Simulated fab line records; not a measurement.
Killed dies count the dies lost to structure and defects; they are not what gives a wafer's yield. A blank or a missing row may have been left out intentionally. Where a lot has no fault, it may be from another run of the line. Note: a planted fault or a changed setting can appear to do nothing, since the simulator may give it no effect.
Which tool was responsible?	flow n5Finfet	24 lots, 72 wafers sampled, at 6 steps of a route of 1938

== WHAT THE GAUGES SHOWED, per wafer ==
N5_BEOL_M11_OVL_MEAS_12.
lot	measured	on	M11_OVL (nm)
L074	day 10 11:04	overlay-02	-0.2 0.5 0.3
L075	day 10 11:13	overlay-02	-1.2 0.1 -0.3
L076	day 10 14:49	overlay-01	-0.7 0.1 -0.3
L077	day 10 22:35	overlay-01	-1.9 -1.1 -1.6
L078	day 11 06:28	overlay-01	-0.5 -0.7 -0.9
L079	day 11 14:32	overlay-01	-1.1 0.8 -0.6
L080	day 12 03:45	overlay-02	-1.0 -0.7 -0.4
L081	day 12 12:06	overlay-01	0.6 -0.9 -0.6
L082	day 12 12:22	overlay-01	-1.1 -1.5 -1.9
L085	day 12 19:31	overlay-01	1.0 1.0 2.1
L083	day 13 02:51	overlay-01	-2.0 -0.2 -1.6
L084	day 13 03:03	overlay-01	-0.4 0.0 0.4
L087	day 13 21:42	overlay-01	-0.6 -0.9 -0.8
L086	day 14 05:31	overlay-01	0.8 0.3 -0.3
L088	day 14 05:47	overlay-01	-0.3 -0.7 0.2
L089	day 14 20:30	overlay-02	-1.0 -1.1 -0.6
L093	day 15 01:04	overlay-01	0.5 -0.3 0.2
L091	day 15 03:44	overlay-01	-1.8 -2.1 -1.7
L090	day 15 03:58	overlay-02	1.0 0.7 0.3
L092	day 15 07:14	overlay-02	0.1 0.0 -0.5
L095	day 16 03:02	overlay-01	-2.4 -1.4 -0.2
L094	day 16 11:26	overlay-01	1.1 0.8 0.1
L097	day 16 15:38	overlay-01	0.2 -0.5 -1.8
L096	day 17 02:09	overlay-01	0.3 -1.1 0.2

N5_BEOL_M12_OVL_MEAS_11.
lot	measured	on	V11_OVL (nm)
L074	day 10 22:22	overlay-01	0 -3 -5
L075	day 10 20:43	overlay-01	-3 4 4
L076	day 10 20:29	overlay-01	2 10 2
L077	day 11 04:21	overlay-02	4 11 5
L078	day 11 14:35	overlay-01	4 -3 6
L079	day 12 01:14	overlay-01	1 -2 8
L080	day 12 09:25	overlay-01	8 9 6
L081	day 12 17:16	overlay-02	-3 -6 -1
L082	day 12 17:14	overlay-01	0 3 5
L085	day 13 06:00	overlay-01	-5 -3 2
L083	day 13 09:17	overlay-01	8 11 2
L084	day 13 11:02	overlay-02	-7 0 -3
L087	day 14 04:48	overlay-01	-3 -4 -8
L086	day 14 11:37	overlay-01	-2 -2 -7
L088	day 14 10:59	overlay-01	9 6 5
L089	day 15 04:58	overlay-02	2 4 -3
L093	day 15 06:50	overlay-02	-3 7 4
L091	day 15 10:26	overlay-01	1 5 -7
L090	day 15 10:43	overlay-01	-9 3 -5
L092	day 15 14:22	overlay-02	6 -1 5
L095	day 16 12:02	overlay-02	-1 -3 7
L094	day 16 20:49	overlay-01	4 -6 4
L097	day 16 21:25	overlay-01	2 -1 -1
L096	day 17 09:53	overlay-02	3 -5 4

N5_BEOL_M12_THK_MEAS_50: measures by xrf.
lot	measured	on	M12_THK (nm)
L074	day 11 05:21	filmMetro-02	329 329 324
L075	day 11 05:19	filmMetro-01	315 320 316
L076	day 11 05:05	filmMetro-02	335 333 332
L077	day 11 07:55	filmMetro-01	327 328 327
L078	day 11 22:29	filmMetro-01	316 313 313
L079	day 12 05:28	filmMetro-01	326 321 329
L080	day 12 12:57	filmMetro-01	316 325 323
L081	day 13 11:20	filmMetro-02	332 330 332
L082	day 13 11:16	filmMetro-01	325 321 327
L085	day 13 13:03	filmMetro-01	330 332 328
L083	day 13 14:07	filmMetro-02	333 336 333
L084	day 13 15:25	filmMetro-02	322 315 316
L087	day 14 09:34	filmMetro-01	323 325 330
L086	day 14 15:44	filmMetro-01	324 323 324
L088	day 14 15:28	filmMetro-01	329 329 330
L089	day 15 10:41	filmMetro-02	320 313 320
L093	day 15 11:46	filmMetro-01	311 324 322
L091	day 15 14:32	filmMetro-02	321 315 319
L090	day 15 14:51	filmMetro-01	327 325 326
L092	day 15 17:43	filmMetro-02	315 324 325
L095	day 16 19:38	filmMetro-02	332 329 331
L094	day 17 03:07	filmMetro-02	324 325 325
L097	day 17 03:45	filmMetro-02	333 335 338
L096	day 17 14:49	filmMetro-02	317 324 331

N5_BEOL_M13_CD_MEAS_28: target cd 209.5 nm.
lot	measured	on	cdNm (nm)
L074	day 11 07:06	cdSem-03	208.8 208.0 208.8
L075	day 11 07:25	cdSem-02	210.9 209.1 210.4
L076	day 11 06:47	cdSem-03	210.9 208.5 208.5
L077	day 11 09:40	cdSem-02	208.7 209.7 209.8
L078	day 12 00:04	cdSem-02	208.6 209.4 208.0
L079	day 12 07:13	cdSem-02	211.6 212.9 212.0
L080	day 12 14:48	cdSem-02	209.7 210.0 208.8
L081	day 13 13:12	cdSem-03	211.6 211.2 211.7
L082	day 13 12:54	cdSem-03	209.5 210.6 210.4
L085	day 13 14:58	cdSem-03	208.8 210.2 211.7
L083	day 13 16:04	cdSem-02	211.4 209.7 210.9
L084	day 13 17:25	cdSem-03	209.1 211.3 210.9
L087	day 14 11:16	cdSem-02	209.8 212.5 210.5
L086	day 14 17:28	cdSem-01	210.6 209.0 209.9
L088	day 14 17:04	cdSem-01	209.5 209.1 209.1
L089	day 15 12:32	cdSem-01	210.0 208.3 208.1
L093	day 15 13:26	cdSem-01	208.6 209.1 209.6
L091	day 15 16:15	cdSem-02	208.3 210.6 207.8
L090	day 15 16:34	cdSem-02	208.1 207.9 208.7
L092	day 15 19:18	cdSem-03	210.1 210.4 211.4
L095	day 16 21:13	cdSem-02	210.2 208.2 209.4
L094	day 17 04:58	cdSem-03	209.3 208.7 209.3
L097	day 17 05:41	cdSem-01	209.6 209.5 210.5
L096	day 17 16:54	cdSem-01	210.8 211.3 209.1

== TOOL THAT RAN EACH LOT (tool first, then ch and the chambers of the sampled wafers, then the start) ==
lot	N5_BEOL_M11_ALD_74	N5_BEOL_M11_SPUTTER_48
L074	aldMetal-03 ch 0,1, day 10 19:20	pvdSputter-01, day 10 20:23
L075	aldMetal-03 ch 0,2,3, day 10 18:29	pvdSputter-03, day 10 19:08
L076	aldMetal-01 ch 0,2,3, day 10 18:06	pvdSputter-03, day 10 18:46
L077	aldMetal-01 ch 0,1,3, day 11 01:59	pvdSputter-02, day 11 02:32
L078	aldMetal-04 ch 0,1,2, day 11 10:29	pvdSputter-01, day 11 11:19
L079	aldMetal-01 ch 0,2, day 11 20:47	pvdSputter-01, day 11 21:45
L080	aldMetal-04 ch 0,2,3, day 12 07:15	pvdSputter-03, day 12 07:52
L081	aldMetal-04 ch 2,3, day 12 15:10	pvdSputter-01, day 12 15:40
L082	aldMetal-01 ch 0,1,2, day 12 15:01	pvdSputter-01, day 12 15:35
L085	aldMetal-01 ch 1,2,3, day 13 03:55	pvdSputter-03, day 13 04:32
L083	aldMetal-04 ch 0,1,2, day 13 07:05	pvdSputter-03, day 13 07:39
L084	aldMetal-04 ch 1,2, day 13 07:50	pvdSputter-01, day 13 09:16
L087	aldMetal-01 ch 0,1,3, day 14 01:56	pvdSputter-03, day 14 02:33
L086	aldMetal-04 ch 0,2,3, day 14 08:46	pvdSputter-02, day 14 09:22
L088	aldMetal-03 ch 0,1,2, day 14 08:41	pvdSputter-01, day 14 09:17
L089	aldMetal-04 ch 0,1,3, day 15 00:56	pvdSputter-02, day 15 03:16
L093	aldMetal-01 ch 0,3, day 15 04:17	pvdSputter-03, day 15 05:08
L091	aldMetal-01 ch 0,1, day 15 06:46	pvdSputter-03, day 15 08:53
L090	aldMetal-03 ch 0,2,3, day 15 07:01	pvdSputter-02, day 15 09:11
L092	aldMetal-03 ch 1,2,3, day 15 10:49	pvdSputter-03, day 15 11:50
L095	aldMetal-03 ch 1,2, day 16 09:14	pvdSputter-02, day 16 10:21
L094	aldMetal-01 ch 0,3, day 16 18:26	pvdSputter-02, day 16 19:08
L097	aldMetal-01 ch 1,2, day 16 19:10	pvdSputter-02, day 16 19:45
L096	aldMetal-03 ch 2,3, day 17 05:32	pvdSputter-01, day 17 07:44
- N5_BEOL_M11_ALD_74: deposits TaN, target thk 2 nm, pulse time 2 s, purge time 3 s.
- N5_BEOL_M11_SPUTTER_48: material Cu, target thk 12 nm, time 2 s.

== AS READ BY THE TOOLS THEMSELVES (means over the sampled wafers that have a number; for cases with no such wafer, the mark the record gives instead) ==
N5_BEOL_M11_ALD_74.
lot	tool	heaterPowerW (W)
L074	aldMetal-03	420
L075	aldMetal-03	386
L076	aldMetal-01	416
L077	aldMetal-01	411
L078	aldMetal-04	426
L079	aldMetal-01	419
L080	aldMetal-04	403
L081	aldMetal-04	420
L082	aldMetal-01	435
L085	aldMetal-01	429
L083	aldMetal-04	429
L084	aldMetal-04	446
L087	aldMetal-01	415
L086	aldMetal-04	399
L088	aldMetal-03	416
L089	aldMetal-04	405
L093	aldMetal-01	393
L091	aldMetal-01	430
L090	aldMetal-03	400
L092	aldMetal-03	410
L095	aldMetal-03	444
L094	aldMetal-01	389
L097	aldMetal-01	448
L096	aldMetal-03	400

N5_BEOL_M11_SPUTTER_48.
lot	tool	throttleValvePct (%)
L074	pvdSputter-01	29.9
L075	pvdSputter-03	29.5
L076	pvdSputter-03	30.3
L077	pvdSputter-02	30.0
L078	pvdSputter-01	29.7
L079	pvdSputter-01	30.7
L080	pvdSputter-03	29.2
L081	pvdSputter-01	30.2
L082	pvdSputter-01	30.3
L085	pvdSputter-03	30.1
L083	pvdSputter-03	30.0
L084	pvdSputter-01	30.3
L087	pvdSputter-03	29.3
L086	pvdSputter-02	30.0
L088	pvdSputter-01	30.1
L089	pvdSputter-02	30.1
L093	pvdSputter-03	29.3
L091	pvdSputter-03	29.1
L090	pvdSputter-02	29.9
L092	pvdSputter-03	29.5
L095	pvdSputter-02	29.8
L094	pvdSputter-02	30.1
L097	pvdSputter-02	30.1
L096	pvdSputter-01	30.6

== THE ANSWER, worked out from the rows above alone ==
Rule: usual is defined by the lots themselves. The widest of any qualifying gaps counts: lots, ordered by their means at a reading, are off when they make up no more than a third of the lots, leave a main group of 4 or more, and stand apart from it by 3 or more times the standard deviation of that group's means. A main group is skipped when, at the precision printed for the reading in the tables above, its means are all equal. Also off: a lot with no number at a reading for which 4 or more lots have one. The other lots that the step has rows for count as sound. After the gauges, taken in route order, come the tools' own readings; for these a lot's mean is taken, as printed above. At the first step where some lot is off, the reading lying furthest off is the one used; lots without a number count as furthest.
Across all readings shown, no lot is off: no conclusion can be drawn from this.

== WHAT WAS PUT IN BY THE SIMULATOR ==
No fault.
